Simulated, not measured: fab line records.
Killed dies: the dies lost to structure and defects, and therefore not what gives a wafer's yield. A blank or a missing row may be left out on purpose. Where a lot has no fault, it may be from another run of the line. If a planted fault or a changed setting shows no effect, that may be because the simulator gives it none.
Split-lot study    flow n5_finfet    21 wafers read from 7 lots, route of 1938 steps

== THE SPLIT ITSELF ==
At N5_MOL_CONTACT_COAG_COAT_34 (resist thk 40 nm), the setting spin_rpm was moved away from the recipe's 1500 rpm on 7 of the 21 wafers read, by -11.0% to +9.6%. All remaining wafers had this setting at the recipe value.

== FROM THE SPLIT TO THE READING: what the file shows between them, 4 steps ==
- N5_MOL_CONTACT_COAG_EBR_36
- N5_MOL_CONTACT_COAG_SOFTBAKE_35: time 60 s
- N5_MOL_CONTACT_COAG_EXPOSE_37: exposes mask VD, defocus 0 nm
- N5_MOL_CONTACT_COAG_PEB_38: peb time 60 s

== THE READING ==
CAR-EUV_of_MOL_CONTACT_COAG_COAT_34.thk_nm (the simulator's own value, which no gauge read), in nm, at N5_MOL_CONTACT_COAG_DEVELOP_39 (develop time 30 s). The file does not state a usual value for it. Across the 14 wafers here that went through the recipe, the average is 39.6 nm and the standard deviation 0.18 nm.

wafer   tool, chamber at the split  spin_rpm as run, rpm  against the recipe  CAR-EUV_of_MOL_CONTACT_COAG_COAT_34.thk_nm, nm  against lot-mates on the recipe
L077.2  litho_track-03, 0           1500                  recipe              39.8                                            -
L077.4  litho_track-03, 0           1500                  recipe              40                                              -
L077.5  litho_track-03, 0           1644                  +9.6%               38                                              -1.9
L079.1  litho_track-04, 0           1547                  +3.1%               39.2                                            -0.5
L079.5  litho_track-04, 0           1500                  recipe              39.8                                            -
L079.6  litho_track-04, 0           1500                  recipe              39.6                                            -
L082.1  litho_track-01, 0           1500                  recipe              39.6                                            -
L082.2  litho_track-01, 0           1500                  recipe              39.6                                            -
L082.5  litho_track-01, 0           1500                  recipe              39.4                                            -
L085.1  litho_track-03, 0           1414                  -5.7%               40.6                                            +1.0
L085.6  litho_track-03, 0           1414                  -5.7%               40.6                                            +1.0
L085.5  litho_track-03, 0           1500                  recipe              39.6                                            -
L089.1  litho_track-01, 0           1335                  -11.0%              41.8                                            +2.4
L089.2  litho_track-01, 0           1500                  recipe              39.4                                            -
L089.6  litho_track-01, 0           1335                  -11.0%              42                                              +2.6
L093.4  litho_track-01, 0           1424                  -5.1%               40.6                                            +1.2
L093.5  litho_track-01, 0           1500                  recipe              39.4                                            -
L093.6  litho_track-01, 0           1500                  recipe              39.4                                            -
L095.1  litho_track-01, 0           1500                  recipe              39.6                                            -
L095.2  litho_track-01, 0           1500                  recipe              39.8                                            -
L095.4  litho_track-01, 0           1500                  recipe              39.8                                            -

THE FIT
A straight line over all 21 wafers: CAR-EUV_of_MOL_CONTACT_COAG_COAT_34.thk_nm changes by -0.189 nm for each +1% of spin_rpm; r = -0.98; the points scatter about the line by 0.18 nm.
The same after taking each lot's own level away (the mean of its wafers on the recipe; 21 wafers): -0.211 nm for each +1%; r = -0.99; scatter 0.13 nm.
Per that fit: largest spin_rpm move, reading shift of 2.3 nm.
Measured against the standard deviation above, the lots' own levels, which go from 39.40 to 39.90 nm, span 2.7 times it.
In other words, the slope is changed by the lot-to-lot level; the two fits disagree.
Check: with one of the wafers moved furthest among these (-11.0%) left out of the fit, the line predicts +2.31 nm for it against its lot-mates. It came out at +2.4 nm against them.

== FURTHER SPLITS ON THESE WAFERS ==
These wafers also went through other splits before the reading. Each is held against what the fit with the lots' levels taken away leaves over:
other split on the same wafers  wafers away from the commonest value  r with CAR-EUV_of_MOL_CONTACT_COAG_COAT_34.thk_nm (lot level and that fit taken away)
N5_HKMG_FIN_ETCH_55 bias_w      5                                     -0.25
N5_GATE_CUT_DESCUM_18 time_s    5                                     +0.21

== THE WHOLE CHAIN: every reading that the file lists as answering this split, in the file's order ==
step                            what it does       reading                                                                                      change (the file's fit)                r (the file's)
N5_MOL_CONTACT_COAG_COAT_34     resist thk 40 nm   CAR-EUV_of_MOL_CONTACT_COAG_COAT_34.thk_nm (the simulator's own value, which no gauge read)  -0.205 nm for each +1% of the setting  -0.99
N5_MOL_CONTACT_COAG_DEVELOP_39  develop time 30 s  CAR-EUV_of_MOL_CONTACT_COAG_COAT_34.thk_nm (the simulator's own value, which no gauge read)  -0.21 nm for each +1% of the setting   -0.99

== FILE'S OWN FIT ==
CAR-EUV_of_MOL_CONTACT_COAG_COAT_34.thk_nm changes by -0.21 nm for each +1% of spin_rpm, r = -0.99.
